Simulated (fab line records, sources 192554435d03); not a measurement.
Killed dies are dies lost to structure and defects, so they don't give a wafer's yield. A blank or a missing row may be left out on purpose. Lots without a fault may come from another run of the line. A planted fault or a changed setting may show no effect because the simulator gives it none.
Split-lot experiment | flow n5_finfet | 7 lots, 21 wafers read, on a route of 1938 steps

THE SPLIT
At N5_BEOL_M2_COAT_68 (time 60 s, resist thk 12 nm), the setting spin_rpm was moved away from the recipe's 1500 rpm on 7 of the 21 wafers read, by -9.3% to +9.1%. The other wafers ran this setting at the recipe's value.

FROM THE SPLIT TO THE READING: what the file shows between them, 4 steps
- N5_BEOL_M2_COAT_76: time 60 s, resist thk 5 nm
- N5_BEOL_M2_COAT_22: resist thk 30 nm
- N5_BEOL_M2_DESCUM_33: chemistry O2, time 7 s
- N5_BEOL_M2_ETCH_77: etches underlayer in N2/H2, target depth 6.5 nm, time 5.2 s

THE READING
etch.depth_nm (the simulator's own value, which no gauge read), in nm, at N5_BEOL_M2_ETCH_69 (etches SiARC in CF4, target depth 15.6 nm, time 26 s). The file gives no usual value for it. The 14 wafers here that ran the recipe average 11.99 nm, standard deviation 0.021 nm.

wafer  | tool, chamber at the split | spin_rpm as run, rpm | against the recipe | etch.depth_nm, nm | against lot-mates on the recipe
L077.1 | litho_track-04, 0          | 1620                 | +8.0%              | 11.55             | -0.45
L077.2 | litho_track-04, 0          | 1500                 | recipe             | 12                | -
L077.4 | litho_track-04, 0          | 1500                 | recipe             | 11.99             | -
L078.2 | litho_track-02, 0          | 1601                 | +6.7%              | 11.62             | -0.40
L078.4 | litho_track-02, 0          | 1500                 | recipe             | 12                | -
L078.5 | litho_track-02, 0          | 1500                 | recipe             | 12.03             | -
L080.1 | litho_track-02, 0          | 1500                 | recipe             | 12.03             | -
L080.2 | litho_track-02, 0          | 1361                 | -9.3%              | 12.59             | +0.56
L080.5 | litho_track-02, 0          | 1361                 | -9.3%              | 12.59             | +0.56
L096.3 | litho_track-05, 0          | 1500                 | recipe             | 11.97             | -
L096.4 | litho_track-05, 0          | 1637                 | +9.1%              | 11.51             | -0.46
L096.6 | litho_track-05, 0          | 1637                 | +9.1%              | 11.51             | -0.46
L090.2 | litho_track-05, 0          | 1500                 | recipe             | 11.98             | -
L090.3 | litho_track-05, 0          | 1500                 | recipe             | 11.97             | -
L090.5 | litho_track-05, 0          | 1500                 | recipe             | 12.02             | -
L092.3 | litho_track-05, 0          | 1500                 | recipe             | 11.98             | -
L092.4 | litho_track-05, 0          | 1500                 | recipe             | 11.99             | -
L092.6 | litho_track-05, 0          | 1500                 | recipe             | 12                | -
L097.1 | litho_track-02, 0          | 1500                 | recipe             | 11.97             | -
L097.2 | litho_track-02, 0          | 1500                 | recipe             | 11.97             | -
L097.5 | litho_track-02, 0          | 1390                 | -7.3%              | 12.45             | +0.48

THE FIT
A straight line over all 21 wafers: etch.depth_nm changes by -0.0586 nm for each +1% of spin_rpm; r = -1.00; the points scatter about the line by 0.028 nm.
The same after taking each lot's own level away (the mean of its wafers on the recipe; 21 wafers): -0.057 nm for each +1%; r = -1.00; scatter 0.026 nm.
On that fit, the largest move of spin_rpm shifts the reading by 0.53 nm.
The lots' own levels span 11.970 to 12.030 nm, that is 2.9 times the standard deviation above.
So the lot-to-lot level changes the slope little: the two slopes agree.
Check: with one of the wafers moved furthest among these (-9.3%) left out of the fit, the line predicts +0.534 nm for it against its lot-mates. It came out at +0.56 nm against them.

OTHER SPLITS ON THESE WAFERS
These wafers also went through other splits before the reading. Each is held against what the fit with the lots' levels taken away leaves over:
other split on the same wafers    | wafers away from the commonest value | r with etch.depth_nm (lot level and that fit taken away)
N5_BEOL_M1_PECVD_72 time_s        | 7                                    | +0.36
N5_BEOL_M1_HM_DEP_02 target_thk_a | 7                                    | +0.01
N5_BEOL_M2_DESCUM_16 time_s       | 6                                    | -0.01

THE WHOLE CHAIN: every reading that the file lists as answering this split, in the file's order
step               | what it does                                         | reading                                                                          | change (the file's fit)                | r (the file's)
N5_BEOL_M2_COAT_68 | time 60 s, resist thk 12 nm                          | SiARC_of_BEOL_M2_COAT_68.thk_nm (the simulator's own value, which no gauge read) | -0.0543 nm for each +1% of the setting | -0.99
N5_BEOL_M2_ETCH_69 | etches SiARC in CF4, target depth 15.6 nm, time 26 s | etch.depth_nm (the simulator's own value, which no gauge read)                   | -0.0576 nm for each +1% of the setting | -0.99

THE FILE'S OWN FIT
etch.depth_nm changes by -0.0576 nm for each +1% of spin_rpm, r = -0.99.
